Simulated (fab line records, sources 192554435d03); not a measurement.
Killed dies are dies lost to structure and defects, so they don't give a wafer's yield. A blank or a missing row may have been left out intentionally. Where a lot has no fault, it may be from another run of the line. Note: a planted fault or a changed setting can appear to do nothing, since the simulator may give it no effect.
fab line records ; flow n5-finfet
[record] lots = 3; wafers = 8; last-day = 17
route steps=1938 shown BEOL_M4@1099 BEOL_M5@1112 BEOL_M8@1336 PASSIVATION@1936
lots that met no fault: taken from a fault-free run of the same line
start-h: hours from the record's opening day to when the first of the lot's shown wafers began ; wait-h: how many hours have passed since the lot's step before this one ; " identical to the entry in the row above ; L1.1+2: a row that stands for several wafers ; - value missing, or start not given ; * or withheld: withheld ; < > ~ a bound
route shown NAME@n: names a module that has steps shown in the file, with the first one's number in the route ; usual: mean/standard deviation of fault-free wafers ; same: alike in all rows ; chamber/n: place in a boat ; sites: readings site by site ; _std_site: the standard deviation of these ; _edge_site: outer sites' mean less inner sites' ; radius-mm: for every site, how far away it sits from the centre of the wafer ; mask NAME#n: copy n ; behind: the tool/chamber that last shaped the wafer ; hold: cause of the lot's hold/its duration in hours/its outcome ; device: which transistor (n, p or np) failed to switch ; end of line: tests run on the same wafers once the route is complete ; where a step has no rows: the recipe by itself ; killed: not the wafer's yield, but the dies lost to structure and defects at the first sort ; map: shows each die of a wafer: x if killed, . if not, _ if none is there
set.NAME: the run value of the setting; set.NAME@STEP: its run value at that earlier step ; model.NAME: the simulator's own value behind a step, which no gauge read
lots at some steps of the route; a table a step, a row a wafer
services: when a tool's chamber went out of use (start-h, in hours from the record's first day, below 0 if earlier), for how many hours, and the reason
[[steps]]
[step N5_BEOL_M4_ANNEAL_95]
[recipe] temp-c = 400; time-s = 240; ambient = vacuum
[step N5_BEOL_M4_SPUTTER_96]
[recipe] material = Cu; target-thk-a = 45; temp-c = -20; chamber-pressure-pa = 0.07; power-w = withheld; time-s = 8.29
[step N5_BEOL_M4_ECD_50]
[recipe] material = Cu; target-thk-a = 3000
[step N5_BEOL_M4_ANNEAL_51]
[recipe] temp-c = 225; time-s = 90; ambient = N2
[step N5_BEOL_M4_CMP_52]
[recipe] stop-on = SiOC; t-overpolish-s = 6.8; down-force-psi = 1; platen-rpm = 50; clearing-platen-down-force-psi = 1.5; clearing-platen-rpm = 50; post-cmp-clean = cu-alkaline; target-thk-nm = 40; clearing-platen-pad-velocity-m-s = 0.99484; pad-velocity-m-s = 0.99484
[step N5_BEOL_M4_PRE_CLEAN_60]
[recipe] gas = NH3/H2; time-s = 15; temp-c = *; rf-power-w = 300
[step N5_BEOL_M4_CO_CAP_55]
[recipe] material = Co; target-thk-a = 20; temp-c = 200; precursor = CCTBA/H2; pressure-torr = 30; time-s = 102.1
[step N5_BEOL_M4_PRE_CLEAN_56]
[recipe] gas = NH3; time-s = 15; temp-c = withheld; rf-power-w = 300
[step N5_BEOL_M4_DEP_57]
[recipe] material = SiCN; target-thk-a = 80; temp-c = withheld; precursor = 3MS/NH3; pressure-torr = 3; rf-w = 202; time-s = 14
[step N5_BEOL_M4_RC_MEAS_101]
[usual] DIBL_N = 36.9/2.1; DIBL_P = 37.1/2.5; IOFF_N = 0.17/0.039; IOFF_P = 0.23/0.043; ION_N = 673/15; ION_P = 462/9.1; SS_N = 71.8/0.69; SS_P = 73.6/0.74; VT_N = 250/3.6; VT_P = -249.7/2.9
lot.wafer;tool;chamber;start-h;wait-h;DIBL_N[mV/V];DIBL_P[mV/V];IOFF_N[nA/um];IOFF_P[nA/um];ION_N[uA/um];ION_P[uA/um];SS_N[mV/dec];SS_P[mV/dec];VT_N[mV];VT_P[mV]
L152.2;prober-01;0;185.74;0.2;36.8;37.2;0.15;0.17;656;444;71.6;72.9;253;-253.3
L152.4;prober-01;0;185.74;0.2;35.9;36.2;0.14;0.17;670;448;71.2;72.6;253;-256.1
L152.6;prober-01;0;185.74;0.2;37.9;38.3;0.18;0.20;670;457;71.5;73.4;250;-251.9
L168.1;prober-01;0;272.38;0.0;35.6;33.3;0.11;0.16;637;440;71.7;72.4;257;-256.5
L168.4;prober-01;0;272.38;0.0;40.6;42.5;0.23;0.30;701;477;72.6;74.8;246;-244.5
L174.2;prober-02;0;302.25;0.2;33.7;33.2;0.11;0.17;641;446;70.5;72.0;255;-254.4
L174.3;prober-02;0;302.25;0.2;33.9;32.4;0.12;0.16;660;451;71.4;72.4;251;-255.9
L174.5;prober-02;0;302.25;0.2;36.3;35.9;0.15;0.20;657;453;71.7;73.6;252;-250.6
[step N5_BEOL_M5_ILD_DEP_00]
[recipe] material = SiCOH_lowk; target-thk-a = 1406.4; temp-c = 300; precursor = DEMS/porogen; pressure-torr = 5; rf-w = 500; time-s = 25.9
[step N5_BEOL_M5_CURE_79]
[recipe] temp-c = 385; time-s = 240; ambient = He/Ar; material = SiCOH_lowk
[step N5_BEOL_M5_PECVD_70]
[recipe] material = SiO2; target-thk-a = 160; temp-c = 400; precursor = TEOS/O2; pressure-torr = 5.5; rf-w = 450; teos-flow-sccm = 53.8; gas = O2; flow-sccm = 3000; time-s = 18
[step N5_BEOL_M5_HM_DEP_02]
[recipe] material = TiN; target-thk-a = 200; temp-c = 25; chamber-pressure-pa = 0.49996
[step N5_BEOL_M5_COAT_59]
[recipe] resist = SOC; temp-c = 250; time-s = 60; spin-rpm = 1500; resist-thk-nm = 60
[step N5_BEOL_M5_COAT_60]
[recipe] resist = SiARC; temp-c = 220; time-s = 60; spin-rpm = 1500; resist-thk-nm = 12
[step N5_BEOL_M5_COAT_71]
[recipe] resist = underlayer; temp-c = 205; time-s = 60; spin-rpm = 1500; resist-thk-nm = 5
[step N5_BEOL_M5_COAT_05]
[recipe] resist = CAR-EUV; spin-rpm = 1500; resist-thk-nm = 30
[step N5_BEOL_M5_EBR_07]
[recipe] solvent = PGMEA; ebr-width-mm = 1.5
[step N5_BEOL_M5_SOFTBAKE_06]
[recipe] temp-c = 110; time-s = 60; resist = CAR-EUV
[step N5_BEOL_M5_EXPOSE_08]
[recipe] mask-id = M5; na = 0.33; source-shape = annular; sigma-inner = 0.4; sigma-outer = 0.8; polarization = unpolarized; target-cd-nm = 28; dose-mj = 35.75
[step N5_BEOL_M5_PEB_09]
[recipe] peb-temp-c = 100; peb-time-s = 60; resist = CAR-EUV
[step N5_BEOL_M5_DEVELOP_10]
[recipe] develop-time-s = 30; developer = TMAH; resist = CAR-EUV; rinse-liquid = surfactant-rinse; dry = air-spin; dev-temp-c = 23
[step N5_BEOL_M5_DESCUM_16]
[recipe] chemistry = O2; time-s = 7; source-power-w = 50; bias-power-w = 20; pressure-mtorr = 20; rf-frequency-hz = 2.712e+07; temp-c = 40; resist = CAR-EUV; o2-flow-sccm = 225
[step N5_BEOL_M5_ETCH_72]
[recipe] chemistry = N2/H2; target = underlayer; target-depth-a = 65; mask-material = CAR-EUV; time-s = 5.2; ion-energy-ev = 200; pressure-mtorr = 30; source-w = 840; bias-w = 150; n2-flow-sccm = 200; h2-flow-sccm = 200; ends = cleared
[step N5_BEOL_M5_ETCH_61]
[recipe] chemistry = CF4; target = SiARC; target-depth-a = 156; mask-material = CAR-EUV; time-s = 26; ion-energy-ev = 80; pressure-mtorr = 40; source-w = 545; bias-w = 36; Ar_flow_sccm = 100; cf4-flow-sccm = 100; ends = cleared
[step N5_BEOL_M5_ETCH_62]
[recipe] chemistry = N2/H2; target = SOC; target-depth-a = 750; overetch-a = 150; mask-material = SiARC; temp-c = 40; time-s = 112.5; ion-energy-ev = 200; pressure-mtorr = 30; source-w = 840; bias-w = 150; n2-flow-sccm = 200; h2-flow-sccm = 200
[step N5_BEOL_M5_STRIP_63]
[recipe] chemistry = N2/H2; temp-c = 40; n2-flow-sccm = 200; h2-flow-sccm = 200; rf-frequency-hz = 6e+07
[step N5_BEOL_M5_STRIP_73]
[recipe] chemistry = N2/H2; temp-c = 40; n2-flow-sccm = 200; h2-flow-sccm = 200; rf-frequency-hz = 6e+07
[step N5_BEOL_M5_STRIP_64]
[recipe] chemistry = CF4; resist = SiARC; power-w = 300; bias-power-w = 75; pressure-mtorr = 50; cf4-flow-sccm = 150; rf-frequency-hz = 6e+07
[step N5_BEOL_M5_HM_OPEN_17]
[recipe] chemistry = Cl2/BCl3; target-depth-a = 200; overetch-a = 60; target = TiN; mask-material = SOC; ion-energy-ev = 150; pressure-mtorr = 10; icp-w = 1000; bias-w = 126; Cl2_flow_sccm = 53.25; bcl3-flow-sccm = 21.75; Ar_flow_sccm = 25
[step N5_BEOL_M5_STRIP_19]
[recipe] chemistry = O2; power-w = 400; temp-c = 40; pressure-mtorr = 30; rf-frequency-hz = 6e+07; bias-power-w = 0; overash-fraction = 0.2; o2-flow-sccm = 225
[step N5_BEOL_M5_COAT_65]
[recipe] resist = SOC; temp-c = 250; time-s = 60; spin-rpm = 1500; resist-thk-nm = 60
[step N5_BEOL_M5_COAT_66]
[recipe] resist = SiARC; temp-c = 220; time-s = 60; spin-rpm = 1500; resist-thk-nm = 12
[step N5_BEOL_M8_HM_DEP_02]
[recipe] material = TiN; target-thk-a = 200; temp-c = 25; chamber-pressure-pa = 0.49996
[usual] throttle-valve-pct = 29.5/0.91
lot.wafer;tool;chamber;start-h;wait-h;throttle-valve-pct;model.TiN_of_BEOL_M8_HM_DEP_02.thk-nm
L152.2;pvd-sputter-01;-;223.20;1.5;27.6;19.8
L152.4;pvd-sputter-01;-;223.20;1.5;29.1;20.6
L152.6;pvd-sputter-01;-;223.20;1.5;29.6;20.2
L168.1;pvd-sputter-01;-;308.15;2.7;29.6;28
L168.4;pvd-sputter-01;-;308.15;2.7;29.6;20.2
L174.2;pvd-sputter-02;-;333.59;1.1;30.2;20.2
L174.3;pvd-sputter-02;-;333.59;1.1;29.7;19.8
L174.5;pvd-sputter-02;-;333.59;1.1;30.3;20
[step N5_BEOL_M8_HM_OPEN_17]
[recipe] chemistry = Cl2/BCl3; target-depth-a = 200; overetch-a = 60; target = TiN; mask-material = SOC; ion-energy-ev = 150; pressure-mtorr = 10; icp-w = 1000; bias-w = 126; Cl2_flow_sccm = 53.25; bcl3-flow-sccm = 21.75; Ar_flow_sccm = 25
[usual] chamber-pressure-mTorr = 9.999/0.0088; drypump-motor-current-A = 5.84/0.21; oes-product-au = 0.67/0.035; throttle-valve-pct = 22.2/0.38
lot.wafer;tool;chamber;start-h;wait-h;chamber-pressure-mTorr;drypump-motor-current-A;oes-product-au;rf-hours-counter-h;throttle-valve-pct;model.etch.depth-nm
L152.2;rie-metal-02;0;225.15;0.0;9.991;6.01;0.74;12;21.9;19.89
L152.4;rie-metal-02;1;225.15;0.0;9.987;5.89;0.69;-;22.8;20.56
L152.6;rie-metal-02;1;225.15;0.0;9.995;5.87;0.68;-;22.8;20.23
L168.1;rie-metal-01;1;309.13;0.0;10.001;5.25;0.71;67;22.0;25.94
L168.4;rie-metal-01;0;309.13;0.0;10.002;5.96;0.65;-;21.8;20.27
L174.2;rie-metal-02;0;334.33;0.0;9.992;6.01;0.71;22;21.9;20.15
L174.3;rie-metal-02;1;334.33;0.0;9.999;5.85;0.65;-;22.9;19.9
L174.5;rie-metal-02;0;334.33;0.0;9.996;6.01;0.70;-;21.9;20.02
[step N5_BEOL_M8_TRENCH_ETCH_37]
[recipe] chemistry = C4F6/O2; target-depth-a = 934.78; target = SiCOH_lowk; time-s = 31.2; ion-energy-ev = 250; pressure-mtorr = 30; source-w = 345; bias-w = 185; Ar_flow_sccm = 300; C4F6_flow_sccm = 10; O2_flow_sccm = 10
[usual] chamber-pressure-mTorr = 30.000/0.026; drypump-motor-current-A = 5.5/0.52; oes-product-au = 0.80/0.085; rf-vpp-V = 661/18; showerhead-plenum-p-Torr = 2.82/0.066; throttle-valve-pct = 20.98/0.2
lot.wafer;tool;chamber;start-h;wait-h;chamber-pressure-mTorr;drypump-motor-current-A;oes-product-au;rf-hours-counter-h;rf-vpp-V;showerhead-plenum-p-Torr;throttle-valve-pct;model.TiN_of_BEOL_M8_HM_DEP_02.thk-nm
L152.2;rie-diel-05;1;-;-;30.005;5.1;0.82;52;688;2.87;20.74;17.2
L152.4;rie-diel-05;3;-;-;30.001;6.1;0.68;-;662;2.81;21.10;18
L152.6;rie-diel-05;1;-;-;29.953;5.0;0.83;-;687;2.87;20.72;17.6
L168.1;rie-diel-06;1;-;-;30.015;5.9;0.90;21;660;2.80;21.05;25.4
L168.4;rie-diel-06;1;-;-;29.978;5.9;0.90;-;658;2.80;21.06;17.6
L174.2;rie-diel-05;1;-;-;30.002;5.1;0.78;93;685;2.85;20.78;17.4
L174.3;rie-diel-05;2;-;-;29.999;4.9;0.69;219;632;2.70;21.11;17.2
L174.5;rie-diel-05;2;-;-;30.008;4.8;0.70;-;632;2.70;21.14;17.4
[step N5_BEOL_M8_OCD_MEAS_38]
[usual] trench-depth-nm = 92.6/2.3
lot.wafer;tool;chamber;start-h;wait-h;trench-depth-nm
L152.2;ocd-02;-;227.28;-;92.2
L152.4;ocd-02;-;227.28;-;87.3
L152.6;ocd-02;-;227.28;-;92.2
L168.1;ocd-01;-;313.57;-;61.4
L168.4;ocd-01;-;313.57;-;90.9
L174.2;ocd-02;-;337.21;-;92.4
L174.3;ocd-02;-;337.21;-;92.3
L174.5;ocd-02;-;337.21;-;93.4
[step N5_PASSIVATION_PROBE_49]
[usual] defect-limited-yield = 91.3/1.4; killed_at_M0_to_M3 = 32/9.5; killed_at_M4_up = 14/5.2; killed-at-contacts = 13/5.7; killed-at-front-end = 41/12; killed-at-other = 3.5/2.6; killed-dies = 103/17; killed-on-rim = 14/4; killed-open = 68/14; killed-short = 32/7; sort_bin_5_function = 5.0/0.91; sort_bin_6_memory = 3.3/0.7; sort_bin_8_speed = 0.03/0.22; sort-n-pass = 1076/17; sort-yield-pct = 91.2/1.4
[same] gross-dies = 1180; killed-at-back-side = 0; sort_bin_4_leakage[%] = 0
lot.wafer;tool;chamber;start-h;wait-h;defect-limited-yield[%];killed_at_M0_to_M3;killed_at_M4_up;killed-at-contacts;killed-at-front-end;killed-at-other;killed-dies;killed-on-rim;killed-open;killed-short;sort_bin_5_function[%];sort_bin_6_memory[%];sort_bin_8_speed[%];sort-n-pass;sort-yield-pct[%]
L168.1;prober-02;-;372.31;0.1;62.6;24;363;10;41;3;441;109;60;32;34.6;2.6;1.69;719;60.9
// killed by level:class
L168.1 BEOL_M8:area-open=349 STI_FIN_REVEAL:geometric-particle:open=19 FIN_SAQP:geometric-particle:short=7 BEOL_M1:geometric-particle:open=6 STI_FIN_REVEAL:geometric-particle:short=5 MOL_CONTACT_COAG:geometric-particle:open=5 MOL_CONTACT_COAG:geometric-particle:short=5 BEOL_M0_SAQP:geometric-particle:short=5
// map L168.1 (x killed, . not)
_________________xx.x........________________
______________xx.xx......x.....x_____________
___________xxxxxxx.xx.......xx..xxx__________
__________xxxxxxxxx..x.............._________
________xxxxxxxx.x.............x.x..xx_______
_______xxxx.xx.x..x.x...x.x......x.....______
______xx..x..x........x...............x._____
_____x.x...........x...x..x....xxx....x..____
____xxxx..................x.xx........xxx.___
___xxxx..x...............x...xxxx........xx__
___xxxx....x....x.........x..x.........x.xx__
__xxxxx.....x..x..x.........x...........xxxx_
__xxxx...................x.......x......xxxx_
_xxxxxx.......................x........xx.xxx
_xxx...x.x...........x.................xxx.x.
_xx.....................x.......x.....x...xx.
_xxx.......x...x.....x..x..x....xx..xx.......
_xx.xxx..........................x.x......x..
_xx..xx..x.............................xxx..x
_xxx.xx.xx.x.............x.......x.......x...
_xxxxx....xxxx..x.........x..........x..x..xx
__..xx.xx...x..xxx.x............x...x.xxx..x_
__xxxx..x....x...xx...x....x...........xxxx._
___xxx..x.x.x.xxx.xxx....x...........xx.xxx__
___xxxx....xxxxxx..xx......xx.x.x....x.x.xx__
____x.xxx..x..xxxxxx...x..x.......xxx..xx.___
_____xxxx.xx..xxxxx.x..x.xx.....x.x......____
______x...xxx...x.x.x.xx.....x...x.x.x.._____
_______x.xxxxx.xx..x.x.xx.xxx.x.xxxxx..______
________xxxxxxxx.xxx.x..xxx.xxxxx.x.xx_______
__________xxxxxxxx.xxxxx...xxx.x..xx_________
___________xxxxxxxxxxxxx...xxxxxxxx__________
______________xxxxxxxxxxxxxxxxxx_____________
_________________xxxxxxxxxx.x________________
// map L152.4 (x killed, . not)
_________________.......x....________________
______________.................._____________
___________.......x.......x.....x..__________
__________........x.........x.....x._________
________......................x......._______
_______.....................x.x.x......______
______.........x.....x.................x_____
_____...........x........x....x...x..x...____
____........x.......x.x....x...x..........___
___.....x...................x..x...........__
___.....x.........x.x.............x....x...__
__.........x............x..x...x....x.....x._
__.x.x.x..x..x.x.......x.....x.............._
_..x..........x..........x...................
_.......x..x..x...........................x..
_......x..x...xx........x.........x........xx
_......x...x...................x............x
_.....x.........x..........x.x...........x...
_...............x...........x.x.........xx.x.
_..x......x.........x.......x....x...........
_.............xx......x......................
__.................x....x........x..x.x....x_
__........x.........xx....x...........x....x_
___..x...x.............x.......x.......xx..__
___....xxxx.......x............x.x.........__
____xx.....x.....x.........xx...x........x___
_____....................xx..............____
______.........x..xx..............x....._____
_______..x....x........xx..x......xxx..______
________......x.......x..............._______
__________...................x.x...._________
___________.x....x..x.x.x.......x..__________
______________..xx....x....x...._____________
_________________....x.x.....________________
[[services]]
tool;chamber;start-h;hours;kind
rie-diel-06;-;223.44;14.6;pm
rie-metal-01;-;225.67;1.5;repair
rie-diel-05;-;229.22;0.1;repair
rie-diel-06;1;242.74;-;clean
rie-diel-06;1;242.74;-;consumable-replace:focus-ring
rie-diel-06;1;242.74;21.2;scheduled-down
rie-diel-06;1;242.74;21.2;vent-cycle
rie-metal-01;-;281.69;1.1;repair
rie-diel-06;3;296.00;-;clean
rie-diel-06;3;296.00;-;consumable-replace:focus-ring
rie-diel-06;3;296.00;26.2;scheduled-down
rie-diel-06;3;296.00;26.2;vent-cycle
pvd-sputter-02;-;303.66;4.3;repair
rie-diel-05;3;321.96;-;clean
rie-diel-05;3;321.96;-;consumable-replace:focus-ring
rie-diel-05;3;321.96;15.7;scheduled-down
rie-diel-05;3;321.96;15.7;vent-cycle
[[key]]
[first-sign] step = N5_BEOL_M8_OCD_MEAS_38; reading = trench-depth-nm; direction = down; sigmas = 14; usual = 92.6; struck = 61.4
[effect] step = N5_PASSIVATION_PROBE_49; reading = killed_at_M4_up; direction = up; sigmas = 67; usual = 14; struck = 363
[model-effect] step = N5_BEOL_M8_HM_DEP_02; value = TiN_of_BEOL_M8_HM_DEP_02.thk-nm; without = 20.2; struck = 28
[model-effect] step = N5_BEOL_M8_HM_OPEN_17; value = etch.depth-nm; without = 20.25; struck = 25.94
[model-effect] step = N5_BEOL_M8_TRENCH_ETCH_37; value = TiN_of_BEOL_M8_HM_DEP_02.thk-nm; without = 17.6; struck = 25.4
[more-kills-born-at] N5_BEOL_M8_HM_OPEN_17@rie-metal-01 = 349
met-at N5_BEOL_M8_HM_DEP_02
struck-wafers L168.1
onset-between 223.20 308.15
[fault] kind = process-parameter-drift; tool = pvd-sputter-01; chamber = -; onset-h = 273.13; steps = N5_BEOL_M8_HM_DEP_02; channel = target-thk-a; offset = *; shape = step; end-h = 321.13; scope = struck-wafers-only; acts-in = *; stated = *
